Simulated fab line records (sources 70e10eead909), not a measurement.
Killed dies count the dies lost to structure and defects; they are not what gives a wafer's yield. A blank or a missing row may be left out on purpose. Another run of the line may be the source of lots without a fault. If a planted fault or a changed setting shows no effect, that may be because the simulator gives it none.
A struck lot beside a sound one || flow nand-harc || 18 steps out of a route of 1302
Sound: wafers L716.1, L716.4, L716.6. Struck: wafers L731.2, L731.5 (left out: L731.4, a lot-mate that was not struck); the cause follows at the end.
Per side, at each step with rows, come the tool, then ch with its chambers, and then its first start. Under that, the readings that differ: sound wafers || struck wafers || difference of the means || sigmas: that difference in standard deviations of wafers without a fault.
alike: a reading whose means differ by less than 2 such deviations, as well as words and numbers matching on both sides. not compared: withheld readings; readings where some wafer has no value; bounds like >300 that might hide an equal value; numbers whose values overlap and for which the record gives no deviation.
A row with sigmas, a row that says differs or no value, or rows on one side alone: a step with any of these is where the two part. Numbers that don't overlap but have no deviation are shown without sigmas and don't part them. Lack of a reading on every wafer of one side parts them only where that side has two or more wafers.

NHARC_P_M2_INSPECT_11:
  sound on defect-inspect-02, day 7 01:09; struck on defect-inspect-02, day 13 01:17
  alike: raw-defect-count
NHARC_P_M2_DESCUM_14: chemistry O2, time 3 s.
  sound on rie-diel-06 ch 2,3, day 7 01:14; struck on rie-diel-07 ch 0,3, day 13 01:21
  alike: drypump-motor-current-A, mfc-ar-sccm, oes-product-au, rf-vpp-V, showerhead-plenum-p-Torr, throttle-valve-pct
  not compared: rf-hours-counter-h
then, 1 step without rows for these wafers: NHARC_P_M2_ETCH_35 (etches the open film in N2/H2, target depth 40 nm, overetch 12 nm, time 43.94 s).
NHARC_P_M2_ETCH_15: etches the open film in C4F8/Ar, target depth 182.5 nm, time 91.2 s.
  sound on rie-diel-06 ch 0,3; struck on rie-diel-07 ch 1,3
{"reading": "oes-product-au (a.u.)", "sound": "0.971 0.970 0.958", "struck": "0.907 0.904", "difference": -0.061, "sigmas": -3}
  alike: rf-vpp-V
  not compared: rf-hours-counter-h
NHARC_P_M2_CD_MEAS_16:
  sound on cd-sem-02, day 7 01:34; struck on cd-sem-03, day 13 01:40
  alike: cd-nm
NHARC_P_M2_STRIP_18: strips in N2/H2.
  sound on rie-diel-07 ch 0,1,2, day 7 01:41; struck on rie-diel-12 ch 2,3, day 13 01:47
  alike: drypump-motor-current-A, mfc-ar-sccm, n2-flow-sccm, oes-product-au, rf-vpp-V, showerhead-plenum-p-Torr, throttle-valve-pct
  not compared: rf-hours-counter-h
then, 3 steps without rows for these wafers: NHARC_P_M2_ETCH_28 (etches the open film in CF4/N2, target depth 30 nm, time 72.99 s); NHARC_P_M2_STRIP_19 (strips in post etch residue remover, time 600 s); NHARC_P_M2_DEGAS_29 (time 60 s).
NHARC_P_M2_PRE_CLEAN_30: time 30 s.
  sound on pvd-sputter-02; struck on pvd-sputter-01
  alike: heater-power-w
then, 1 step without rows for these wafers: NHARC_P_M2_PVD_20 (deposits TaN, target thk 5 nm, time 8.06 s).
NHARC_P_M2_PVD_21: deposits Cu, target thk 30 nm, time 20.49 s.
  sound on pvd-sputter-02; struck on pvd-sputter-01
  alike: throttle-valve-pct
NHARC_P_M2_ECD_22: material Cu, target thk 400 nm.
  sound on ecd-cu-02 ch 0, day 7 02:43; struck on ecd-cu-02 ch 0,1, day 13 02:44
then, 1 step without rows for these wafers: NHARC_P_M2_ANNEAL_31 (time 90 s).
NHARC_P_M2_CMP_23: polishes, t overpolish 20 s, target thk 144.3 nm.
  sound on cmp-01 ch 0,1,2, day 7 03:23; struck on cmp-01 ch 1,3, day 13 03:26
{"reading": "time-to-endpoint-s (s)", "sound": "27.0 30.6 31.0", "struck": "10.1 7.6", "difference": -20.7, "sigmas": -9}
  alike: motor-current-A
NHARC_P_M2_THK_MEAS_24: measures by xrf.
  sound on film-metro-01, day 7 03:42; struck on film-metro-01, day 13 03:46
{"reading": "thk-nm (nm)", "sound": "141.6 144.1 145.7", "struck": "111.1 106.2", "difference": -35.1, "sigmas": -27}
after that, 1 step had no rows for these wafers: NHARC_P_M2_SRD_25.
-- the record jumps here: 18 days lie between the struck wafers' starts before and after (it left off in module P_M2 and takes up again in module END, whose first step shown is number 1302 of the route) --
NHARC_END_SORT_01:
  at this point the record logs the struck wafers (prober-02 ch 0, day 31 09:13) and has no rows for the sound ones

## WHERE THEY PART
At NHARC_P_M2_ETCH_15 first; at NHARC_END_SORT_01 last (within this record only).

WHY: whatever the simulator had introduced
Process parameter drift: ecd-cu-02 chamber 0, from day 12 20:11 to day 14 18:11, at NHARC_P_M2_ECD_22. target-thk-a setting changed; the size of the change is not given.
